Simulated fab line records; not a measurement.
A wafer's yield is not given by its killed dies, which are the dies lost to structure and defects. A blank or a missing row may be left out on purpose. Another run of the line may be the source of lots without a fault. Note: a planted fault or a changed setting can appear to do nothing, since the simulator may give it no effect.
Chamber matching || flow n5-finfet || N5_MOL_CONTACT_COAG_ETCHBACK_136 on rie-diel-04 has 4 sister chambers
The step etches SiO2 in CHF3, target depth 25 nm, time 16.7 s. 16 wafers are shown with their chamber, then 8 later ones without.

## WAFERS PAIRED WITH THEIR CHAMBERS
{"wafer": "L080.2", "chamber": 3, "drypump-motor-current-A (A)": 5.9, "rf-vpp-V (V)": 500, "throttle-valve-pct (%)": 19.14}
{"wafer": "L080.3", "chamber": 1, "drypump-motor-current-A (A)": 6.1, "rf-vpp-V (V)": 532, "throttle-valve-pct (%)": 18.35}
{"wafer": "L080.4", "chamber": 2, "drypump-motor-current-A (A)": 5.7, "rf-vpp-V (V)": 537, "throttle-valve-pct (%)": 18.64}
{"wafer": "L081.3", "chamber": 1, "drypump-motor-current-A (A)": 6.1, "rf-vpp-V (V)": 530, "throttle-valve-pct (%)": 18.34}
{"wafer": "L081.4", "chamber": 1, "drypump-motor-current-A (A)": 6.1, "rf-vpp-V (V)": 531, "throttle-valve-pct (%)": 18.36}
{"wafer": "L081.5", "chamber": 2, "drypump-motor-current-A (A)": 5.7, "rf-vpp-V (V)": 539, "throttle-valve-pct (%)": 18.65}
{"wafer": "L083.1", "chamber": 0, "drypump-motor-current-A (A)": 6.5, "rf-vpp-V (V)": 526, "throttle-valve-pct (%)": 18.60}
{"wafer": "L083.2", "chamber": 2, "drypump-motor-current-A (A)": 5.7, "rf-vpp-V (V)": 537, "throttle-valve-pct (%)": 18.64}
{"wafer": "L083.4", "chamber": 2, "drypump-motor-current-A (A)": 5.7, "rf-vpp-V (V)": 538, "throttle-valve-pct (%)": 18.64}
{"wafer": "L084.1", "chamber": 1, "drypump-motor-current-A (A)": 6.1, "rf-vpp-V (V)": 530, "throttle-valve-pct (%)": 18.39}
{"wafer": "L084.2", "chamber": 0, "drypump-motor-current-A (A)": 6.5, "rf-vpp-V (V)": 526, "throttle-valve-pct (%)": 18.60}
{"wafer": "L084.3", "chamber": 2, "drypump-motor-current-A (A)": 5.7, "rf-vpp-V (V)": 538, "throttle-valve-pct (%)": 18.63}
{"wafer": "L092.1", "chamber": 1, "drypump-motor-current-A (A)": 6.1, "rf-vpp-V (V)": 530, "throttle-valve-pct (%)": 18.42}
{"wafer": "L092.4", "chamber": 0, "drypump-motor-current-A (A)": 6.5, "rf-vpp-V (V)": 526, "throttle-valve-pct (%)": 18.64}
{"wafer": "L092.5", "chamber": 3, "drypump-motor-current-A (A)": 6.0, "rf-vpp-V (V)": 508, "throttle-valve-pct (%)": 18.70}
{"wafer": "L093.3", "chamber": 0, "drypump-motor-current-A (A)": 6.5, "rf-vpp-V (V)": 527, "throttle-valve-pct (%)": 18.64}

SIGNATURES (averages over the wafers above)
{"reading": "drypump-motor-current-A", "chamber 0": 6.500, "chamber 1": 6.100, "chamber 2": 5.700, "chamber 3": 5.950, "scatter within a chamber": 0.0204}
{"reading": "rf-vpp-V", "chamber 0": 526.25, "chamber 1": 530.60, "chamber 2": 537.80, "chamber 3": 504.00, "scatter within a chamber": 1.8}
{"reading": "throttle-valve-pct", "chamber 0": 18.6200, "chamber 1": 18.3720, "chamber 2": 18.6400, "chamber 3": 18.9200, "scatter within a chamber": 0.0926}
Rule: distance of a wafer from a chamber = root of the sum over the readings of ((wafer's reading minus chamber's mean) / reading's scatter) squared. The wafer belongs to the nearest chamber; if the next one is less than 2 further off, it can't be placed. The scatter: the root of (the sum of the squares of (reading less its chamber's mean) over the shown wafers, divided by (wafers less chambers)).

## WAFERS WITH NO CHAMBER GIVEN
{"wafer": "L093.4", "drypump-motor-current-A (A)": 5.9, "rf-vpp-V (V)": 508, "throttle-valve-pct (%)": 18.72}
{"wafer": "L093.5", "drypump-motor-current-A (A)": 6.5, "rf-vpp-V (V)": 526, "throttle-valve-pct (%)": 18.63}
{"wafer": "L095.2", "drypump-motor-current-A (A)": 5.9, "rf-vpp-V (V)": 509, "throttle-valve-pct (%)": 18.71}
{"wafer": "L095.3", "drypump-motor-current-A (A)": 5.7, "rf-vpp-V (V)": 536, "throttle-valve-pct (%)": 18.29}
{"wafer": "L095.4", "drypump-motor-current-A (A)": 6.5, "rf-vpp-V (V)": 526, "throttle-valve-pct (%)": 18.64}
{"wafer": "L097.2", "drypump-motor-current-A (A)": 5.9, "rf-vpp-V (V)": 508, "throttle-valve-pct (%)": 18.72}
{"wafer": "L097.3", "drypump-motor-current-A (A)": 6.1, "rf-vpp-V (V)": 531, "throttle-valve-pct (%)": 18.42}
{"wafer": "L097.4", "drypump-motor-current-A (A)": 5.8, "rf-vpp-V (V)": 538, "throttle-valve-pct (%)": 18.29}

## EACH ONE'S CHAMBER
{"wafer": "L093.4", "from the rows above": 3, "in truth": 3}
{"wafer": "L093.5", "from the rows above": 0, "in truth": 0}
{"wafer": "L095.2", "from the rows above": 3, "in truth": 3}
{"wafer": "L095.3", "from the rows above": 2, "in truth": 2}
{"wafer": "L095.4", "from the rows above": 0, "in truth": 0}
{"wafer": "L097.2", "from the rows above": 3, "in truth": 3}
{"wafer": "L097.3", "from the rows above": 1, "in truth": 1}
{"wafer": "L097.4", "from the rows above": 2, "in truth": 2}
8 of 8 placed correctly. Number that these rows cannot place: 0. Wrongly placed: 0.
